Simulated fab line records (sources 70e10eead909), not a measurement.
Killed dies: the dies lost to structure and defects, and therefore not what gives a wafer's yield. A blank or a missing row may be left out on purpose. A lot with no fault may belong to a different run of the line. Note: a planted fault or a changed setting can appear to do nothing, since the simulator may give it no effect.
Struck lot and sound lot, side by side | flow nand_harc | 41 steps out of a route of 1159
Sound: wafers L712.1, L712.2, L712.5. Struck: wafer L726.2. (L726.1, L726.5 of the same lot were not struck and are left out.) The cause comes at the end.
At each step with rows: each side's tool, then ch and its chambers, then its first start. Under that, the readings that differ: sound wafers | struck wafers | difference of the means | sigmas: that difference in standard deviations of wafers without a fault.
alike: same words and numbers on both sides, and readings whose means sit less than 2 such deviations apart. not compared: any withheld reading, any reading some wafer has no value for, any bound like >300 that may hide the same value, and any number with overlapping values for which the record gives no deviation.
The two part at a step that has a row with sigmas, a row that says differs or no value, or rows on one side only. Non-overlapping numbers with no deviation appear without sigmas and do not part them. Lack of a reading on every wafer of one side parts them only where that side has two or more wafers.

NHARC_A_M1_OVL_MEAS_10: pitch 240 nm.
  sound on overlay-02 at day 17 22:34; struck on overlay-01 at day 22 01:17
  reading           | sound          | struck | difference | sigmas
  overlay_x_nm (nm) | -1.7 -1.2 -0.9 | 1.3    | +2.6       | +3
  alike: overlay_y_nm
NHARC_A_M1_INSPECT_11:
  sound on defect_inspect-01 at day 17 22:36; struck on defect_inspect-02 at day 22 01:20
  alike: raw_defect_count
then, 3 steps without rows for these wafers: NHARC_A_M1_DESCUM_14 (chemistry O2, time 3 s); NHARC_A_M1_ETCH_35 (etches the open film in N2/H2, target depth 40 nm, overetch 12 nm, time 43.94 s); NHARC_A_M1_ETCH_15 (etches the open film in C4F8/Ar, target depth 182.5 nm, time 91.2 s).
NHARC_A_M1_CD_MEAS_16:
  sound on cd_sem-02 at day 17 22:58; struck on cd_sem-02 at day 22 01:42
  alike: cd_nm
NHARC_A_M1_STRIP_18: strips in N2/H2.
  sound on rie_diel-06 ch 0,1,2, day 17 23:02; struck on rie_diel-12 ch 1, day 22 01:46
  reading      | sound          | struck | difference | sigmas
  rf_vpp_V (V) | 89.7 89.3 90.4 | 91.8   | +2.0       | +2
  alike: drypump_motor_current_A, n2_flow_sccm, oes_product_au, showerhead_plenum_p_Torr, throttle_valve_pct
  not compared: rf_hours_counter_h
NHARC_A_M1_ETCH_28: etches the open film in CF4/N2, target depth 30 nm, time 72.99 s.
  sound on rie_diel-06 ch 0,1; struck on rie_diel-12 ch 2
  alike: cf4_flow_sccm, drypump_motor_current_A, n2_flow_sccm, oes_product_au, rf_vpp_V, showerhead_plenum_p_Torr, throttle_valve_pct
  not compared: rf_hours_counter_h
then, 1 step without rows for these wafers: NHARC_A_M1_STRIP_19 (strips in post etch residue remover, time 600 s).
NHARC_A_M1_DEGAS_29: time 60 s.
  sound on pvd_sputter-03 at day 17 23:42; struck on pvd_sputter-02 at day 22 02:26
  alike: heater_power_w
NHARC_A_M1_PRE_CLEAN_30: time 30 s.
  sound on pvd_sputter-03; struck on pvd_sputter-02
  alike: heater_power_w
then, 1 step without rows for these wafers: NHARC_A_M1_PVD_20 (deposits TaN, target thk 5 nm, time 8.06 s).
NHARC_A_M1_PVD_21: deposits Cu, target thk 30 nm, time 20.49 s.
  sound on pvd_sputter-03 at day 17 23:56; struck on pvd_sputter-02 at day 22 02:38
  alike: throttle_valve_pct
then, 4 steps without rows for these wafers: NHARC_A_M1_ECD_22 (material Cu, target thk 400 nm); NHARC_A_M1_ANNEAL_31 (time 90 s); NHARC_A_M1_CMP_23 (polishes, t overpolish 20 s, target thk 154.34 nm); NHARC_A_M1_SRD_25.
NHARC_A_M1_INSPECT_27:
  sound on defect_inspect-02 at day 18 01:17; struck on defect_inspect-01 at day 22 03:58
  alike: raw_defect_count
then, 4 steps without rows for these wafers: NHARC_A_M1_PRE_CLEAN_32 (time 12 s); NHARC_A_M1_DEP_33 (deposits SiCN, target thk 30 nm); NHARC_A_BONDPAD_DEP_00 (deposits SiCN, target thk 250 nm); NHARC_A_BONDPAD_CMP_29 (polishes SiCN, target thk 200 nm).
NHARC_A_BONDPAD_THK_MEAS_30: measures by ellipsometry.
  sound wafers here have rows in the record (film_metro-02, day 18 02:38); struck ones have none
then, 10 steps without rows for these wafers: NHARC_A_BONDPAD_SRD_31; NHARC_A_BONDPAD_DEHYDRATE_01 (time 120 s); NHARC_A_BONDPAD_HMDS_02 (time 30 s); NHARC_A_BONDPAD_COAT_33 (time 65 s); NHARC_A_BONDPAD_COAT_03 (resist thk 600 nm); NHARC_A_BONDPAD_SOFTBAKE_04 (time 70 s); NHARC_A_BONDPAD_EBR_05; NHARC_A_BONDPAD_EXPOSE_06 (exposes mask A BPAD); NHARC_A_BONDPAD_PEB_07 (peb time 80 s); NHARC_A_BONDPAD_DEVELOP_08 (time 50 s).
NHARC_A_BONDPAD_CD_MEAS_09: the cd target is 500 nm.
  the record has rows for the sound wafers here (cd_sem-01 ch 0, day 18 03:15) and none for the struck ones
NHARC_A_BONDPAD_OVL_MEAS_35:
  sound wafers here have rows in the record (overlay-01, day 18 03:20); struck ones have none
then, 1 step without rows for these wafers: NHARC_A_BONDPAD_HARDBAKE_10 (time 65 s).
NHARC_A_BONDPAD_DESCUM_11: chemistry O2, time 3 s.
  the record has rows for the sound wafers here (rie_diel-03 ch 1,2, day 18 03:28) and none for the struck ones
then, 2 steps without rows for these wafers: NHARC_A_BONDPAD_ETCH_34 (etches the open film in N2/H2, target depth 60 nm, overetch 18 nm, time 65.91 s); NHARC_A_BONDPAD_ETCH_12 (etches the open film in CHF3/O2, target depth 220 nm, time 110 s).
NHARC_A_BONDPAD_CD_MEAS_13:
  sound wafers here have rows in the record (cd_sem-03, day 18 03:46); struck ones have none
NHARC_END_SORT_01:
  here the record holds rows for the struck wafers (prober-01 ch 0, day 23 18:26) but none for the sound ones

## WHERE THEY PART
At NHARC_A_M1_OVL_MEAS_10 first; at NHARC_END_SORT_01 last (within this record only).

WHY: what the simulator had put in
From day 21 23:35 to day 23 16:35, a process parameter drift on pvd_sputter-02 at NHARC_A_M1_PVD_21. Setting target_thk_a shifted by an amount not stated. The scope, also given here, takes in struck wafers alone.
